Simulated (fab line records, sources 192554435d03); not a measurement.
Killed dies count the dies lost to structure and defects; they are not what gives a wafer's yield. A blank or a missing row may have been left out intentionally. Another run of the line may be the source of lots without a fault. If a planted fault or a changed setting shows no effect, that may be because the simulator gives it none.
Lot-split experiment    flow n5 finfet    21 wafers read from 7 lots, route of 1938 steps

== THE SPLIT ITSELF ==
At N5_BEOL_M12_ILD_DEP_00 (deposits SiOC from DEMS/O2, target thk 658.92 nm, time 130.7 s), the setting time s was moved away from the recipe's 130.7 s on 5 of the 21 wafers read, by -14.7% to +12.2%. For the rest of the wafers, this setting stayed at what the recipe calls for.

No step appears in the file between the split and the reading.

== THE READING ==
M12_ILD_THK in nanometres, read at N5_BEOL_M12_THK_MEAS_01. A value of 662 nm with a standard deviation of 8.5 nm is what fault-free wafers of this fab line usually give.

wafer   tool, chamber at the split  time s as run, s  against the recipe  M12_ILD_THK, nm  against lot-mates on the recipe
L074.3  pecvd-01, 0                 130.7             recipe              668              -
L074.5  pecvd-01, 1                 130.7             recipe              685              -
L074.6  pecvd-01, 0                 139.9             +7.0%               732              +56
L079.1  pecvd-01, 2                 130.7             recipe              658              -
L079.2  pecvd-01, 1                 130.7             recipe              654              -
L079.4  pecvd-01, 1                 130.7             recipe              669              -
L081.2  pecvd-01, 0                 130.7             recipe              666              -
L081.4  pecvd-01, 2                 130.7             recipe              664              -
L081.6  pecvd-01, 0                 130.7             recipe              672              -
L082.2  pecvd-03, 0                 130.7             recipe              664              -
L082.3  pecvd-03, 2                 130.7             recipe              655              -
L082.6  pecvd-03, 2                 130.7             recipe              665              -
L084.2  pecvd-03, 0                 146.6             +12.2%              737              +66
L084.4  pecvd-03, 1                 130.7             recipe              672              -
L084.5  pecvd-03, 0                 130.7             recipe              669              -
L086.2  pecvd-01, 2                 130.7             recipe              649              -
L086.4  pecvd-01, 1                 130.7             recipe              668              -
L086.6  pecvd-01, 2                 111.5             -14.7%              559              -100
L096.1  pecvd-03, 1                 138.9             +6.3%               701              +34
L096.4  pecvd-03, 1                 138.9             +6.3%               713              +46
L096.5  pecvd-03, 0                 130.7             recipe              667              -

FIT RESULTS
A straight line over all 21 wafers: M12_ILD_THK changes by +6.97 nm for each +1% of time s; r = +0.97; the points scatter about the line by 9.3 nm.
The same after taking each lot's own level away (the mean of its wafers on the recipe; 21 wafers): +6.44 nm for each +1%; r = +0.98; scatter 6.8 nm.
That fit puts the effect of the largest move of time s on the reading at 95 nm.
Across the lots, their own levels run from 658.5 to 676.5 nm, a range of 2.1 times the standard deviation given above.
So the lot-to-lot level changes the slope little: the two slopes agree.
Check: for one of the wafers moved furthest among these (-14.7%), held out of the fit, the line's prediction against its lot-mates is -89.4 nm. It came out at -99.5 nm against them.

== OTHER SPLITS ON THESE WAFERS ==
Other splits were also applied to these wafers ahead of the reading. Each is held against what the fit with the lots' levels taken away leaves over:
other split on the same wafers  wafers away from the commonest value  r with M12_ILD_THK (lot level and that fit taken away)
N5_BEOL_M9_ILD_DEP_00 time s    5                                     +0.21
N5_BEOL_M10_EXPOSE_08 dose mj   3                                     +0.04

== THE WHOLE CHAIN: every reading that the file lists as answering this split, in the file's order ==
step                     what it does                                                    reading                                                                              change (the file's fit)               r (the file's)
N5_BEOL_M12_ILD_DEP_00   deposits SiOC from DEMS/O2, target thk 658.92 nm, time 130.7 s  SiOC_of_BEOL_M12_ILD_DEP_00.thk nm (the simulator's own value, which no gauge read)  +6.45 nm for each +1% of the setting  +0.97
N5_BEOL_M12_THK_MEAS_01                                                                  M12_ILD_THK                                                                          +6.45 for each +1% of the setting     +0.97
N5_BEOL_M12_VIA_ETCH_16  etches SiOC in C4F8/O2/Ar, target depth 724.8 nm                etch.depth nm (the simulator's own value, which no gauge read)                       +6.45 nm for each +1% of the setting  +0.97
N5_BEOL_M12_VIA_ETCH_16  etches SiOC in C4F8/O2/Ar, target depth 724.8 nm                coat_of_BEOL_M12_COAT_04.thk nm (the simulator's own value, which no gauge read)     -2.01 nm for each +1% of the setting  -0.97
N5_BEOL_M12_STRIP_63     strips in N2/H2                                                 strip time to endpoint s                                                             withheld for each +1% of the setting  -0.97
N5_BEOL_M12_STRIP_71     strips in post etch residue remover, time 60 s                  SiOC_of_BEOL_M12_ILD_DEP_00.thk nm (the simulator's own value, which no gauge read)  +6.44 nm for each +1% of the setting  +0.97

== THE FILE'S OWN FIT ==
M12_ILD_THK changes by +6.45 nm for each +1% of time s, r = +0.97.
